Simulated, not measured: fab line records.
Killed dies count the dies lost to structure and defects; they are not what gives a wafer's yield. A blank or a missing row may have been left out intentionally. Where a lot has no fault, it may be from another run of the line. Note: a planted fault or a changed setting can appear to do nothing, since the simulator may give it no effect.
fab line records	flow n5_finfet
record: lots: 10	wafers: 30	last_day: 20
route steps=1938 shown ILD0@345 SDB@356 BEOL_M4@1111
lots untouched by any fault: they come from a run of this same line in which no faults occurred
start_h: the number of hours between the record's first day and the start of the first shown wafer of the lot	wait_h: how many hours have passed since the lot's step before this one	" unchanged from the row above	L1.1+2: several wafers, shown together as one row	- no value, or no start given	* or withheld: withheld	< > ~ a bound
route shown NAME@n: names a module that has steps shown in the file, with the first one's number in the route	usual: the fault-free wafers' mean and standard deviation	same: alike in all rows	chamber/n: place in a boat	sites: per-site readings	_std_site: standard deviation of those values	_edge_site: outer sites' mean less inner sites'	radius_mm: for every site, how far away it sits from the centre of the wafer	mask NAME#n: copy n	behind: the most recent tool/chamber to have shaped the wafer	hold: why the lot went on hold/how many hours it stayed there/how the hold came to an end	device: the transistor (n, p or np) that didn't switch	end of line: at the end of the route, the tests of the same wafers	for a step that has no rows: nothing shown but its recipe	killed: the dies lost at the first sort to structure and to defects; this is not the yield of the wafer	map: dies across one wafer; x = killed, . = not, _ = none there
set.NAME: setting as actually run; set.NAME@STEP: the setting as run at that earlier step	model.NAME: the simulator's own value behind a step, which no gauge read
steps of the route over a sample of lots; a table a step, a row a wafer
services: from which hour (start_h, from the record's first day; less than 0 if before it) a tool's chamber was out of use, for how many hours, and why
== steps ==
step: N5_ILD0_THK_MEAS_13
usual: thk_nm: 17.5/1.1
lot.wafer	tool	chamber	start_h	wait_h	thk_nm
L651.2	film_metro-01	-	74.97	-	17.9
L651.3	"	-	"	"	15.3
L651.4	"	-	"	"	16.8
L653.1	film_metro-02	-	84.29	-	19.3
L653.2	"	-	"	"	19.0
L653.5	"	-	"	"	18.8
L654.1	film_metro-02	-	87.07	-	18.2
L654.3	"	-	"	"	19.3
L654.5	"	-	"	"	18.4
L657.1	film_metro-02	-	109.07	-	17.2
L657.3	"	-	"	"	17.1
L657.6	"	-	"	"	16.5
L658.1	film_metro-02	-	115.10	-	17.4
L658.3	"	-	"	"	18.0
L658.4	"	-	"	"	16.2
L661.2	film_metro-01	-	131.80	-	18.4
L661.3	"	-	"	"	19.3
L661.6	"	-	"	"	18.3
L666.1	film_metro-02	-	159.56	-	17.9
L666.4	"	-	"	"	17.0
L666.5	"	-	"	"	17.7
L669.1	film_metro-01	-	189.69	-	17.1
L669.3	"	-	"	"	18.1
L669.5	"	-	"	"	18.4
L671.1	film_metro-01	-	232.57	-	19.1
L671.2	"	-	"	"	17.5
L671.4	"	-	"	"	16.0
L670.1	film_metro-01	-	233.48	-	17.6
L670.4	"	-	"	"	16.3
L670.5	"	-	"	"	18.4
step: N5_SDB_CD_MEAS_11
recipe: target_cd_nm: 50	landing_energy_ev: 500	detector: se_inlens	polarity: opening
usual: cd_nm: 50.3/0.93
lot.wafer	tool	chamber	start_h	wait_h	cd_nm
L651.2	cd_sem-01	0	75.36	-	51.5
L651.3	"	0	"	"	51.7
L651.4	"	0	"	"	50.6
L653.1	cd_sem-02	0	84.83	-	50.0
L653.2	"	0	"	"	50.2
L653.5	"	0	"	"	49.3
L654.1	cd_sem-02	0	87.49	-	49.6
L654.3	"	0	"	"	49.3
L654.5	"	0	"	"	49.4
L657.1	cd_sem-02	0	109.59	-	49.8
L657.3	"	0	"	"	50.4
L657.6	"	0	"	"	50.5
L658.1	cd_sem-03	0	115.62	-	51.4
L658.3	"	0	"	"	51.0
L658.4	"	0	"	"	52.2
L661.2	cd_sem-01	0	132.19	-	51.6
L661.3	"	0	"	"	50.2
L661.6	"	0	"	"	51.5
L666.1	cd_sem-03	0	160.07	-	51.0
L666.4	"	0	"	"	51.9
L666.5	"	0	"	"	51.4
L669.1	cd_sem-01	0	190.20	-	50.8
L669.3	"	0	"	"	49.5
L669.5	"	0	"	"	49.6
L671.1	cd_sem-01	0	233.08	-	50.0
L671.2	"	0	"	"	51.2
L671.4	"	0	"	"	51.3
L670.1	cd_sem-03	0	233.87	-	50.5
L670.4	"	0	"	"	50.4
L670.5	"	0	"	"	50.4
step: N5_SDB_INSPECT_13
recipe: mode: adi	inspect_instrument: brightfield
usual: raw_defect_count: 72/30
lot.wafer	tool	chamber	start_h	wait_h	raw_defect_count
L651.2	defect_inspect-01	-	75.42	0.0	44
L651.3	"	-	"	"	49
L651.4	"	-	"	"	61
L653.1	defect_inspect-02	-	84.89	0.0	33
L653.2	"	-	"	"	43
L653.5	"	-	"	"	67
L654.1	defect_inspect-02	-	87.54	0.0	57
L654.3	"	-	"	"	20
L654.5	"	-	"	"	92
L657.1	defect_inspect-02	-	109.64	0.0	90
L657.3	"	-	"	"	162
L657.6	"	-	"	"	89
L658.1	defect_inspect-01	-	115.67	0.0	59
L658.3	"	-	"	"	75
L658.4	"	-	"	"	111
L661.2	defect_inspect-01	-	132.24	0.0	68
L661.3	"	-	"	"	42
L661.6	"	-	"	"	56
L666.1	defect_inspect-02	-	160.13	0.0	108
L666.4	"	-	"	"	52
L666.5	"	-	"	"	83
L669.1	defect_inspect-02	-	190.26	0.0	81
L669.3	"	-	"	"	151
L669.5	"	-	"	"	89
L671.1	defect_inspect-01	-	233.14	0.0	51
L671.2	"	-	"	"	48
L671.4	"	-	"	"	48
L670.1	defect_inspect-01	-	233.92	0.0	71
L670.4	"	-	"	"	80
L670.5	"	-	"	"	115
step: N5_SDB_ETCH_17
recipe: chemistry: CF4	target: SiARC	target_depth_a: 234	mask_material: CAR-ArF	time_s: 39	ion_energy_ev: 80	pressure_mtorr: 40	source_w: 545	bias_w: 36	Ar_flow_sccm: 100	cf4_flow_sccm: 100	ends: cleared
usual: bias_w: 35.99/0.11	cf4_flow_sccm: 99.97/0.27	drypump_motor_current_A: 5.8/0.42	etch_rf_on_time_s: 38.8/0.41	oes_product_au: 0.68/0.053	rf_vpp_V: 184.5/1.1	showerhead_plenum_p_Torr: 2.17/0.056	throttle_valve_pct: 15.63/0.21
lot.wafer	tool	chamber	start_h	wait_h	bias_w	cf4_flow_sccm	drypump_motor_current_A	etch_rf_on_time_s	oes_product_au	rf_hours_counter_h	rf_vpp_V	showerhead_plenum_p_Torr	throttle_valve_pct
L651.2	rie_diel-01	0	75.48	0.0	35.80	99.86	5.8	38.2	0.76	36	185.7	2.26	15.51
L651.3	"	1	"	"	35.85	99.87	5.8	38.1	0.74	51	184.6	2.17	15.44
L651.4	"	2	"	"	35.87	100.21	6.2	38.4	0.77	27	182.9	2.10	15.62
L653.1	rie_diel-04	1	84.96	0.0	35.93	99.77	5.3	38.7	0.72	61	184.5	2.16	15.25
L653.2	"	2	"	"	36.05	99.84	5.5	38.7	0.63	168	185.5	2.21	16.01
L653.5	"	1	"	"	36.01	100.14	5.3	39.0	0.72	-	185.6	2.16	15.23
L654.1	rie_diel-04	1	87.61	0.0	35.96	99.94	5.3	38.9	0.72	62	184.3	2.16	15.26
L654.3	"	3	"	"	36.23	99.97	6.5	39.3	0.66	153	186.1	2.23	15.40
L654.5	"	2	"	"	36.22	99.77	5.5	39.3	0.62	-	184.3	2.21	16.03
L657.1	rie_diel-04	3	109.81	0.0	36.02	100.95	6.5	39.3	0.66	161	185.0	2.22	15.44
L657.3	"	2	"	"	36.11	100.02	5.4	54.7	0.52	177	183.8	2.21	16.04
L657.6	"	3	"	"	35.94	100.17	6.5	39.4	0.65	-	183.6	2.22	15.43
L658.1	rie_diel-06	1	115.74	0.0	35.94	100.21	5.7	39.2	0.73	50	185.3	2.17	15.58
L658.3	"	2	"	"	36.26	100.47	5.1	38.6	0.65	157	184.3	2.23	15.50
L658.4	"	0	"	"	36.06	99.85	5.9	39.3	0.64	167	184.3	2.13	15.80
L661.2	rie_diel-06	3	132.46	0.0	35.96	100.02	5.9	38.5	0.66	131	185.8	2.14	15.52
L661.3	"	1	"	"	35.98	99.32	5.8	38.9	0.73	55	185.9	2.17	15.59
L661.6	"	3	"	"	35.97	99.82	5.9	38.4	0.66	-	184.8	2.14	15.52
L666.1	rie_diel-06	0	160.20	0.0	36.03	99.79	5.9	38.7	0.64	181	182.7	2.13	15.82
L666.4	"	3	"	"	36.19	99.79	5.9	38.0	0.65	139	184.6	2.14	15.54
L666.5	"	1	"	"	35.84	99.50	5.8	38.5	0.73	-	183.8	2.17	15.61
L669.1	rie_diel-04	2	190.33	0.0	36.06	100.42	5.4	39.3	0.60	202	183.3	2.20	16.09
L669.3	"	1	"	"	36.09	100.30	5.3	39.4	0.68	93	183.8	2.15	15.33
L669.5	"	2	"	"	36.16	100.02	5.4	39.0	0.61	-	185.4	2.20	16.08
L671.1	rie_diel-06	0	233.21	0.0	35.73	100.15	5.9	39.1	0.62	194	182.6	2.12	15.85
L671.2	"	3	"	"	35.95	100.10	5.9	38.6	0.64	152	184.8	2.14	15.56
L671.4	"	1	"	"	36.05	100.30	5.7	38.4	0.70	75	184.1	2.17	15.64
L670.1	rie_diel-04	0	234.04	0.0	35.91	100.42	6.4	38.3	0.79	22	187.3	2.27	15.48
L670.4	"	1	"	"	36.03	100.00	5.3	38.9	0.68	101	182.5	2.15	15.34
L670.5	"	2	"	"	35.99	100.37	5.5	39.0	0.60	-	184.2	2.20	16.10
step: N5_BEOL_M4_RC_MEAS_101
usual: DIBL_N: 36.5/1.2	DIBL_P: 36.5/1.6	IOFF_N: 0.162/0.023	IOFF_P: 0.221/0.03	ION_N: 678/8	ION_P: 466/6.3	SS_N: 71.6/0.46	SS_P: 73.3/0.57	VT_N: 249.2/2.6	VT_P: -249/3.3
lot.wafer	tool	chamber	start_h	wait_h	DIBL_N[mV/V]	DIBL_P[mV/V]	IOFF_N[nA/um]	IOFF_P[nA/um]	ION_N[uA/um]	ION_P[uA/um]	SS_N[mV/dec]	SS_P[mV/dec]	VT_N[mV]	VT_P[mV]
L651.2	prober-02	0	227.78	0.2	36.0	36.5	0.144	0.206	675	469	71.5	73.3	252.9	-250
L651.3	"	0	"	"	37.7	39.4	0.172	0.268	675	476	71.9	73.8	246.7	-247
L651.4	"	0	"	"	38.3	39.4	0.186	0.272	688	475	71.6	73.1	248.1	-244
L653.1	prober-02	0	235.17	0.0	34.9	33.9	0.131	0.212	674	468	71.7	72.4	250.3	-247
L653.2	"	0	"	"	35.4	32.9	0.129	0.198	664	456	71.5	72.3	253.1	-251
L653.5	"	0	"	"	36.6	34.1	0.145	0.216	668	469	72.1	72.4	250.4	-247
L654.1	prober-02	0	241.66	0.0	36.6	38.9	0.186	0.239	683	467	71.1	74.4	248.0	-248
L654.3	"	0	"	"	37.0	39.9	0.209	0.253	693	470	71.8	73.7	244.0	-245
L654.5	"	0	"	"	36.9	39.0	0.191	0.232	682	470	71.4	73.8	246.5	-248
L657.1	prober-02	0	254.83	0.0	36.9	37.8	0.162	0.189	680	459	71.5	73.0	250.4	-253
L657.3	"	0	"	"	36.6	37.4	0.155	0.180	667	454	71.3	74.0	251.2	-254
L657.6	"	0	"	"	36.5	37.5	0.156	0.176	682	460	71.9	72.5	250.6	-256
L658.1	prober-02	0	257.33	0.0	35.8	36.0	0.152	0.205	680	465	71.8	73.0	252.3	-252
L658.3	"	0	"	"	35.8	36.5	0.151	0.210	669	458	71.4	73.1	249.7	-250
L658.4	"	0	"	"	35.5	35.2	0.148	0.194	682	464	71.0	73.2	250.3	-252
L661.2	prober-02	0	287.76	0.2	35.7	35.1	0.158	0.179	681	454	71.3	73.0	252.5	-254
L661.3	"	0	"	"	36.7	35.9	0.175	0.192	680	455	71.9	73.6	246.2	-254
L661.6	"	0	"	"	36.8	36.9	0.188	0.210	689	463	72.1	73.7	249.9	-250
L666.1	prober-02	0	320.28	0.0	35.0	36.7	0.145	0.218	684	475	71.1	73.9	249.7	-248
L666.4	"	0	"	"	35.2	35.8	0.135	0.209	681	474	71.5	73.2	251.7	-251
L666.5	"	0	"	"	36.1	37.5	0.160	0.250	686	481	71.6	73.1	249.6	-246
L669.1	prober-02	0	324.15	0.0	38.8	39.4	0.225	0.302	700	475	72.1	74.0	243.9	-244
L669.3	"	0	"	"	36.4	36.0	0.173	0.244	682	471	71.6	72.6	246.0	-245
L669.5	"	0	"	"	38.4	38.4	0.204	0.288	687	479	71.8	74.0	246.0	-244
L671.1	prober-02	0	361.53	0.0	37.5	37.2	0.169	0.210	675	462	72.1	73.1	250.7	-251
L671.2	"	0	"	"	37.1	36.5	0.147	0.203	669	462	72.0	72.9	251.4	-249
L671.4	"	0	"	"	35.6	34.3	0.125	0.176	668	459	70.9	73.2	253.9	-252
L670.1	prober-01	0	364.54	0.0	38.0	36.7	0.167	0.214	674	462	72.0	74.3	246.7	-249
L670.4	"	0	"	"	37.1	35.6	0.155	0.203	677	465	71.5	72.9	248.8	-250
L670.5	"	0	"	"	36.0	34.9	0.138	0.189	672	464	71.7	73.1	250.6	-249
== services ==
tool	chamber	start_h	hours	kind
rie_diel-04	1	106.06	2.9	repair
rie_diel-04	0	124.52	-	clean
rie_diel-04	0	124.52	-	consumable_replace:focus_ring
rie_diel-04	0	124.52	-	consumable_replace:showerhead
rie_diel-04	0	124.52	14.9	scheduled_down
rie_diel-04	0	124.52	14.9	vent_cycle
rie_diel-06	-	152.62	0.9	repair
rie_diel-01	0	161.28	4.4	repair
rie_diel-01	1	187.71	6.8	repair
rie_diel-06	1	214.42	9.5	repair
== key ==
first_sign: step: N5_SDB_ETCH_17	reading: etch_rf_on_time_s	direction: up	sigmas: 38	usual: *	struck: *
effect none on later readings
met_at N5_SDB_ETCH_17
struck_lots L657
struck_wafers L657.3
not_acting_at N5_ILD0_THK_MEAS_13,N5_SDB_CD_MEAS_11,N5_SDB_INSPECT_13
onset_between 87.61 109.81
fault: kind: process_parameter_drift	tool: rie_diel-04	chamber: -	onset_h: 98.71	steps: N5_SDB_ETCH_17	channel: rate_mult	offset: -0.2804	shape: step	end_h: 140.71	scope: struck_wafers_only
